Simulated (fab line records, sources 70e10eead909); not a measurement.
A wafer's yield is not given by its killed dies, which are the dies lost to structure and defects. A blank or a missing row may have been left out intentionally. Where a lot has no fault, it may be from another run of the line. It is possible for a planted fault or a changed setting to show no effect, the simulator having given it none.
The tool behind it: which one? / flow nandHarc / 12 lots, 36 wafers sampled, at 5 steps of a route of 1302

WHAT THE GAUGES READ, wafer by wafer
NHARC_END_SORT_01. Usual: killedAtArray 52, standard deviation 18; killedAtOther 1.0, standard deviation 1.4; killedAtPeriphery 3.1, standard deviation 2.3; killedDies 56, standard deviation 17; killedOpen 3.0, standard deviation 1.7; killedShort 2.5, standard deviation 1.7.
lot=L839; measured=day 33 04:29; on=prober-01; killedAtArray=407 68 64; killedAtOther=0 0 1; killedAtPeriphery=3 2 6; killedDies=410 70 71; killedOpen=2 3 5; killedShort=3 5 4; flag=OFF
lot=L840; measured=day 33 15:55; on=prober-02; killedAtArray=77 393 75; killedAtOther=1 0 1; killedAtPeriphery=5 2 5; killedDies=83 395 81; killedOpen=3 1 2; killedShort=4 4 3; flag=OFF

WHAT TOOL EACH LOT RAN ON (gives the tool, then ch and the chambers of the sampled wafers, and finally the start)
lot=L817; NHARC_A_STAIRCASE_TRIM_202=rieDiel-09 ch 0,3, day 15 17:27 or earlier; NHARC_A_STAIRCASE_ETCH_225=rieDiel-02 ch 2,3, day 15 17:27; NHARC_A_STAIRCASE_ETCH_232=rieDiel-12 ch 2,3, no start; NHARC_A_STAIRCASE_ETCH_234=rieDiel-12 ch 0,2,3, no start
lot=L818; NHARC_A_STAIRCASE_TRIM_202=rieDiel-02 ch 0,1,2, day 16 11:56 or earlier; NHARC_A_STAIRCASE_ETCH_225=rieDiel-09 ch 1,3, day 16 11:56; NHARC_A_STAIRCASE_ETCH_232=rieDiel-02 ch 0,2, no start; NHARC_A_STAIRCASE_ETCH_234=rieDiel-02 ch 1,2,3, no start
lot=L819; NHARC_A_STAIRCASE_TRIM_202=rieDiel-02 ch 0,3, day 16 18:22 or earlier; NHARC_A_STAIRCASE_ETCH_225=rieDiel-02 ch 0,1,3, day 16 18:22; NHARC_A_STAIRCASE_ETCH_232=rieDiel-09 ch 0,2, no start; NHARC_A_STAIRCASE_ETCH_234=rieDiel-09 ch 1,2, no start
lot=L824; NHARC_A_STAIRCASE_TRIM_202=rieDiel-12 ch 0,2,3, day 19 07:55 or earlier; NHARC_A_STAIRCASE_ETCH_225=rieDiel-02 ch 1,2,3, day 19 07:55; NHARC_A_STAIRCASE_ETCH_232=rieDiel-02 ch 1,2,3, no start; NHARC_A_STAIRCASE_ETCH_234=rieDiel-02 ch 1,2,3, no start
lot=L826; NHARC_A_STAIRCASE_TRIM_202=rieDiel-09 ch 2,3, day 20 05:20 or earlier; NHARC_A_STAIRCASE_ETCH_225=rieDiel-12 ch 0,1,2, day 20 05:20; NHARC_A_STAIRCASE_ETCH_232=rieDiel-02 ch 0,3, no start; NHARC_A_STAIRCASE_ETCH_234=rieDiel-02 ch 0,1,2, no start
lot=L827; NHARC_A_STAIRCASE_TRIM_202=rieDiel-12 ch 0,2, day 20 06:47 or earlier; NHARC_A_STAIRCASE_ETCH_225=rieDiel-02 ch 0,1, day 20 06:47; NHARC_A_STAIRCASE_ETCH_232=rieDiel-02 ch 0,1,3, no start; NHARC_A_STAIRCASE_ETCH_234=rieDiel-02 ch 1,2,3, no start
lot=L828; NHARC_A_STAIRCASE_TRIM_202=rieDiel-09 ch 0,1,2, day 20 16:32 or earlier; NHARC_A_STAIRCASE_ETCH_225=rieDiel-09 ch 0,1,3, day 20 16:32; NHARC_A_STAIRCASE_ETCH_232=rieDiel-09 ch 0,2, no start; NHARC_A_STAIRCASE_ETCH_234=rieDiel-09 ch 0,1,3, no start
lot=L830; NHARC_A_STAIRCASE_TRIM_202=rieDiel-02 ch 1,2,3, day 22 01:38 or earlier; NHARC_A_STAIRCASE_ETCH_225=rieDiel-12 ch 0,2,3, day 22 01:38; NHARC_A_STAIRCASE_ETCH_232=rieDiel-02 ch 0,1,2, no start; NHARC_A_STAIRCASE_ETCH_234=rieDiel-02 ch 0,1,3, no start
lot=L832; NHARC_A_STAIRCASE_TRIM_202=rieDiel-09 ch 0,1,2, day 22 12:59 or earlier; NHARC_A_STAIRCASE_ETCH_225=rieDiel-02 ch 0,2, day 22 12:59; NHARC_A_STAIRCASE_ETCH_232=rieDiel-09 ch 0,1,2, no start; NHARC_A_STAIRCASE_ETCH_234=rieDiel-09 ch 1,2, no start
lot=L838; NHARC_A_STAIRCASE_TRIM_202=rieDiel-09 ch 0,1,2, day 24 18:41 or earlier; NHARC_A_STAIRCASE_ETCH_225=rieDiel-02 ch 1,2, day 24 18:41; NHARC_A_STAIRCASE_ETCH_232=rieDiel-12 ch 0,2, no start; NHARC_A_STAIRCASE_ETCH_234=rieDiel-12 ch 0,1,2, no start
lot=L839; NHARC_A_STAIRCASE_TRIM_202=rieDiel-12 ch 0,2, day 24 19:16 or earlier; NHARC_A_STAIRCASE_ETCH_225=rieDiel-02 ch 0,2,3, day 24 19:16; NHARC_A_STAIRCASE_ETCH_232=rieDiel-12 ch 0,3, day 33 04:29 or earlier; NHARC_A_STAIRCASE_ETCH_234=rieDiel-12 ch 0,1,2, day 33 04:29 or earlier
lot=L840; NHARC_A_STAIRCASE_TRIM_202=rieDiel-12 ch 0,1,3, day 25 20:25 or earlier; NHARC_A_STAIRCASE_ETCH_225=rieDiel-02 ch 1,2,3, day 25 20:25; NHARC_A_STAIRCASE_ETCH_232=rieDiel-02 ch 2,3, day 33 15:55 or earlier; NHARC_A_STAIRCASE_ETCH_234=rieDiel-02 ch 0,2, day 33 15:55 or earlier
- NHARC_A_STAIRCASE_TRIM_202: chemistry O2, time 211.2 s.
- NHARC_A_STAIRCASE_ETCH_225: etches the open film in C4F8/O2, target depth 100 nm, time 40.5 s.
- NHARC_A_STAIRCASE_ETCH_232: etches the open film in C4F8/O2, target depth 100 nm, time 40.5 s.
- NHARC_A_STAIRCASE_ETCH_234: etches the open film in C4F8/O2, target depth 100 nm, time 40.5 s.

AS READ BY THE TOOLS THEMSELVES (means over the sampled wafers that have a number; for cases with no such wafer, the mark the record gives instead)
NHARC_A_STAIRCASE_TRIM_202. Usual: drypumpMotorCurrentA 5.7 A, standard deviation 0.36; oesProductAu 1.003 a.u., standard deviation 0.012; rfVppV 57.8 V, standard deviation 0.95; showerheadPlenumPTorr 3.52 Torr, standard deviation 0.13; throttleValvePct 17.037 %, standard deviation 0.0095.
lot=L817; tool=rieDiel-09; drypumpMotorCurrentA (A)=5.4; oesProductAu (a.u.)=0.993; rfVppV (V)=57.2; showerheadPlenumPTorr (Torr)=3.46; throttleValvePct (%)=17.043; flag=
lot=L818; tool=rieDiel-02; drypumpMotorCurrentA (A)=5.9; oesProductAu (a.u.)=1.006; rfVppV (V)=57.1; showerheadPlenumPTorr (Torr)=3.48; throttleValvePct (%)=17.043; flag=
lot=L819; tool=rieDiel-02; drypumpMotorCurrentA (A)=5.8; oesProductAu (a.u.)=0.997; rfVppV (V)=57.6; showerheadPlenumPTorr (Torr)=3.46; throttleValvePct (%)=17.048; flag=
lot=L824; tool=rieDiel-12; drypumpMotorCurrentA (A)=5.6; oesProductAu (a.u.)=1.010; rfVppV (V)=57.9; showerheadPlenumPTorr (Torr)=3.63; throttleValvePct (%)=17.047; flag=
lot=L826; tool=rieDiel-09; drypumpMotorCurrentA (A)=5.8; oesProductAu (a.u.)=1.022; rfVppV (V)=58.0; showerheadPlenumPTorr (Torr)=3.55; throttleValvePct (%)=17.037; flag=
lot=L827; tool=rieDiel-12; drypumpMotorCurrentA (A)=5.9; oesProductAu (a.u.)=0.992; rfVppV (V)=58.1; showerheadPlenumPTorr (Torr)=3.70; throttleValvePct (%)=17.036; flag=
lot=L828; tool=rieDiel-09; drypumpMotorCurrentA (A)=5.7; oesProductAu (a.u.)=1.005; rfVppV (V)=57.9; showerheadPlenumPTorr (Torr)=3.58; throttleValvePct (%)=17.037; flag=
lot=L830; tool=rieDiel-02; drypumpMotorCurrentA (A)=5.6; oesProductAu (a.u.)=0.997; rfVppV (V)=57.3; showerheadPlenumPTorr (Torr)=3.40; throttleValvePct (%)=17.038; flag=
lot=L832; tool=rieDiel-09; drypumpMotorCurrentA (A)=5.7; oesProductAu (a.u.)=1.005; rfVppV (V)=57.9; showerheadPlenumPTorr (Torr)=3.57; throttleValvePct (%)=17.036; flag=
lot=L838; tool=rieDiel-09; drypumpMotorCurrentA (A)=5.7; oesProductAu (a.u.)=1.011; rfVppV (V)=58.2; showerheadPlenumPTorr (Torr)=3.56; throttleValvePct (%)=17.040; flag=
lot=L839; tool=rieDiel-12; drypumpMotorCurrentA (A)=5.7; oesProductAu (a.u.)=1.002; rfVppV (V)=58.3; showerheadPlenumPTorr (Torr)=3.61; throttleValvePct (%)=17.037; flag=
lot=L840; tool=rieDiel-12; drypumpMotorCurrentA (A)=5.4; oesProductAu (a.u.)=0.999; rfVppV (V)=57.4; showerheadPlenumPTorr (Torr)=3.46; throttleValvePct (%)=17.049; flag=

NHARC_A_STAIRCASE_ETCH_225. Usual: oesProductAu 0.945 a.u., standard deviation 0.014; rfVppV 894 V, standard deviation 5; runLengthS 61.7 s, standard deviation 0.46.
lot=L817; tool=rieDiel-02; oesProductAu (a.u.)=0.953; rfVppV (V)=890; runLengthS (s)=61.3; flag=
lot=L818; tool=rieDiel-09; oesProductAu (a.u.)=0.958; rfVppV (V)=897; runLengthS (s)=62.0; flag=
lot=L819; tool=rieDiel-02; oesProductAu (a.u.)=0.951; rfVppV (V)=894; runLengthS (s)=61.3; flag=
lot=L824; tool=rieDiel-02; oesProductAu (a.u.)=0.931; rfVppV (V)=892; runLengthS (s)=61.7; flag=
lot=L826; tool=rieDiel-12; oesProductAu (a.u.)=0.952; rfVppV (V)=897; runLengthS (s)=62.1; flag=
lot=L827; tool=rieDiel-02; oesProductAu (a.u.)=0.943; rfVppV (V)=896; runLengthS (s)=61.6; flag=
lot=L828; tool=rieDiel-09; oesProductAu (a.u.)=0.953; rfVppV (V)=894; runLengthS (s)=61.8; flag=
lot=L830; tool=rieDiel-12; oesProductAu (a.u.)=0.946; rfVppV (V)=899; runLengthS (s)=62.2; flag=
lot=L832; tool=rieDiel-02; oesProductAu (a.u.)=0.945; rfVppV (V)=890; runLengthS (s)=61.2; flag=
lot=L838; tool=rieDiel-02; oesProductAu (a.u.)=0.938; rfVppV (V)=891; runLengthS (s)=61.4; flag=
lot=L839; tool=rieDiel-02; oesProductAu (a.u.)=0.940; rfVppV (V)=890; runLengthS (s)=58.0; flag=OFF
lot=L840; tool=rieDiel-02; oesProductAu (a.u.)=0.960; rfVppV (V)=891; runLengthS (s)=57.9; flag=OFF

NHARC_A_STAIRCASE_ETCH_232. Usual: oesProductAu 0.946 a.u., standard deviation 0.013; rfVppV 894 V, standard deviation 4.8; runLengthS 61.7 s, standard deviation 0.44.
lot=L817; tool=rieDiel-12; oesProductAu (a.u.)=0.939; rfVppV (V)=903; runLengthS (s)=61.6; flag=
lot=L818; tool=rieDiel-02; oesProductAu (a.u.)=0.961; rfVppV (V)=891; runLengthS (s)=61.2; flag=
lot=L819; tool=rieDiel-09; oesProductAu (a.u.)=0.960; rfVppV (V)=897; runLengthS (s)=62.0; flag=
lot=L824; tool=rieDiel-02; oesProductAu (a.u.)=0.928; rfVppV (V)=891; runLengthS (s)=61.3; flag=
lot=L826; tool=rieDiel-02; oesProductAu (a.u.)=0.955; rfVppV (V)=893; runLengthS (s)=61.4; flag=
lot=L827; tool=rieDiel-02; oesProductAu (a.u.)=0.947; rfVppV (V)=893; runLengthS (s)=61.4; flag=
lot=L828; tool=rieDiel-09; oesProductAu (a.u.)=0.959; rfVppV (V)=898; runLengthS (s)=62.2; flag=
lot=L830; tool=rieDiel-02; oesProductAu (a.u.)=0.944; rfVppV (V)=894; runLengthS (s)=61.4; flag=
lot=L832; tool=rieDiel-09; oesProductAu (a.u.)=0.948; rfVppV (V)=897; runLengthS (s)=61.7; flag=
lot=L838; tool=rieDiel-12; oesProductAu (a.u.)=0.937; rfVppV (V)=898; runLengthS (s)=61.9; flag=
lot=L839; tool=rieDiel-12; oesProductAu (a.u.)=0.938; rfVppV (V)=896; runLengthS (s)=62.2; flag=
lot=L840; tool=rieDiel-02; oesProductAu (a.u.)=0.951; rfVppV (V)=887; runLengthS (s)=61.6; flag=

NHARC_A_STAIRCASE_ETCH_234. Usual: oesProductAu 0.944 a.u., standard deviation 0.014; rfVppV 894 V, standard deviation 4.9; runLengthS 61.7 s, standard deviation 0.44.
lot=L817; tool=rieDiel-12; oesProductAu (a.u.)=0.938; rfVppV (V)=900; runLengthS (s)=62.0; flag=
lot=L818; tool=rieDiel-02; oesProductAu (a.u.)=0.929; rfVppV (V)=892; runLengthS (s)=61.4; flag=
lot=L819; tool=rieDiel-09; oesProductAu (a.u.)=0.960; rfVppV (V)=901; runLengthS (s)=62.1; flag=
lot=L824; tool=rieDiel-02; oesProductAu (a.u.)=0.935; rfVppV (V)=891; runLengthS (s)=61.4; flag=
lot=L826; tool=rieDiel-02; oesProductAu (a.u.)=0.951; rfVppV (V)=893; runLengthS (s)=61.4; flag=
lot=L827; tool=rieDiel-02; oesProductAu (a.u.)=0.942; rfVppV (V)=891; runLengthS (s)=61.5; flag=
lot=L828; tool=rieDiel-09; oesProductAu (a.u.)=0.951; rfVppV (V)=895; runLengthS (s)=61.7; flag=
lot=L830; tool=rieDiel-02; oesProductAu (a.u.)=0.941; rfVppV (V)=894; runLengthS (s)=61.4; flag=
lot=L832; tool=rieDiel-09; oesProductAu (a.u.)=0.949; rfVppV (V)=899; runLengthS (s)=62.1; flag=
lot=L838; tool=rieDiel-12; oesProductAu (a.u.)=0.930; rfVppV (V)=896; runLengthS (s)=61.9; flag=
lot=L839; tool=rieDiel-12; oesProductAu (a.u.)=0.939; rfVppV (V)=897; runLengthS (s)=61.7; flag=
lot=L840; tool=rieDiel-02; oesProductAu (a.u.)=0.938; rfVppV (V)=890; runLengthS (s)=61.1; flag=

THE ANSWER, worked out from the rows above alone
Rule: a lot counts as off when the mean over its wafers that have a number is more than 3 standard deviations away from the usual mean. A lot without any number at a reading at which 4 lots or more have one is off too. Any other lot the step has rows for is counted as sound. After the gauges, taken in route order, come the tools' own readings; for these a lot's mean is taken, as printed above. At the first step where some lot is off, the reading lying furthest off is the one used; lots without a number count as furthest.
Off: L839, L840, at NHARC_END_SORT_01 (killedDies). Neither off nor sound, because the step has no rows for them: L817, L818, L819, L824, L826, L827, L828, L830, L832, L838.
If a tool, at a process step before that reading, ran all the lots that are off and no sound lot after the first of them, it fits. The gauges at NHARC_END_SORT_01 aren't tried: what is off there is off at NHARC_A_STAIRCASE_ETCH_225 too, on other tools, and a gauge's error can't cause that. NHARC_A_STAIRCASE_TRIM_202 gives no start for some lots, so the hours and the order of its lots are those of NHARC_A_STAIRCASE_ETCH_225. NHARC_A_STAIRCASE_ETCH_232 gives no start for some lots, so the hours and the order of its lots are those of NHARC_END_SORT_01. NHARC_A_STAIRCASE_ETCH_234 gives no start for some lots, so the hours and the order of its lots are those of NHARC_END_SORT_01. Undecided on this evidence; 2 tools fit (rieDiel-12 at NHARC_A_STAIRCASE_TRIM_202, rieDiel-02 at NHARC_A_STAIRCASE_ETCH_225).

WHAT THE SIMULATOR PUT IN
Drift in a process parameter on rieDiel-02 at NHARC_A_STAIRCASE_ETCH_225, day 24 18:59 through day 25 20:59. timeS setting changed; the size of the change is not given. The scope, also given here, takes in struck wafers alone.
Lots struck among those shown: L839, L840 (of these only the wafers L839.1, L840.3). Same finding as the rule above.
